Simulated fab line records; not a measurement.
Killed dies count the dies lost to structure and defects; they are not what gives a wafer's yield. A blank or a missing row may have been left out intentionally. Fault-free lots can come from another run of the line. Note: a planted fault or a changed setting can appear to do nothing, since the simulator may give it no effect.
3 desks, one fault || flow n5-finfet || numbers are kept per desk, each desk with only its own; the story behind them comes last

## THE DEFECT DESK
Inspection counts along the route, by lot: the mean over sampled wafers that carry a number. Any lot whose mean is over 4 standard deviations away from the usual mean is out of limits and marked OUT; that distance is given in the brackets.
Columns: A = raw-defect-count at N5_BEOL_M9_INSPECT_13, usual 434
{"lot": "L289", "first seen here": "day 11 16:24", "A": 304}
{"lot": "L296", "first seen here": "day 13 21:39", "A": 580}
{"lot": "L298", "first seen here": "day 14 06:31", "A": 270}
{"lot": "L301", "first seen here": "day 15 06:35", "A": 587}
{"lot": "L303", "first seen here": "day 15 23:12", "A": 395}
{"lot": "L304", "first seen here": "day 16 15:34", "A": 300}
This desk's verdict: no lot among the 6 shows anything out of limits.

## FROM THE METROLOGY DESK
What the gauges read for every lot (on any tool): the sampled wafers with a number, averaged. Any lot whose mean is over 4 standard deviations away from the usual mean is out of limits and marked OUT; that distance is given in the brackets.
Columns: A = cd-nm at N5_BEOL_M9_CD_MEAS_11, usual 63.8 nm; B = M9_OVL at N5_BEOL_M9_OVL_MEAS_12, usual -0.1 nm
{"lot": "L289", "first seen here": "day 11 16:21", "A": 64.0, "B": -1.2}
{"lot": "L296", "first seen here": "day 13 21:36", "A": 63.4, "B": -0.3}
{"lot": "L298", "first seen here": "day 14 06:28", "A": 64.4, "B": 0.8}
{"lot": "L301", "first seen here": "day 15 06:32", "A": 63.5, "B": -0.4}
{"lot": "L303", "first seen here": "day 15 23:08", "A": 64.4, "B": 0.2}
{"lot": "L304", "first seen here": "day 16 15:31", "A": 65.1, "B": 0.4}
This desk's verdict: no lot among the 6 shows anything out of limits.

## FOR THE TOOL OWNER'S DESK: rie-diel-03
The tool's own readings at N5_BEOL_M9_ETCH_62 (etches SOC in N2/H2, target depth 110 nm, overetch 22 nm, time 165 s): means of the sampled wafers that have a number, for each lot that ran on this tool. Any lot whose mean is over 4 standard deviations away from the usual mean is out of limits and marked OUT; that distance is given in the brackets.
Columns: A = drypump-motor-current-A at N5_BEOL_M9_ETCH_62, usual 5.7 A; B = oes-product-au at N5_BEOL_M9_ETCH_62, usual 0.68 a.u.; C = rf-vpp-V at N5_BEOL_M9_ETCH_62, usual 524.0 V; D = showerhead-plenum-p-Torr at N5_BEOL_M9_ETCH_62, usual 2.54 Torr; E = throttle-valve-pct at N5_BEOL_M9_ETCH_62, usual 17.8 %
{"lot": "L296", "first seen here": "day 13 21:57", "A": 5.2, "B": 0.73, "C": 524.1, "D": 2.55, "E": 17.9}
{"lot": "L298", "first seen here": "day 14 06:39", "A": 5.7, "B": 0.73, "C": 522.8, "D": 2.51, "E": 18.1}
{"lot": "L304", "first seen here": "day 16 15:41", "A": 5.7, "B": 0.72, "C": 524.4, "D": 2.53, "E": 18.0}
This desk's verdict: no lot among the 3 shows anything out of limits.

## PUT TOGETHER
Nothing the defect desk looked at was out of limits.
Nothing out of limits was seen by the metrology desk.
The tool owner's desk saw nothing out of limits.

## WHAT WAS PUT IN BY THE SIMULATOR
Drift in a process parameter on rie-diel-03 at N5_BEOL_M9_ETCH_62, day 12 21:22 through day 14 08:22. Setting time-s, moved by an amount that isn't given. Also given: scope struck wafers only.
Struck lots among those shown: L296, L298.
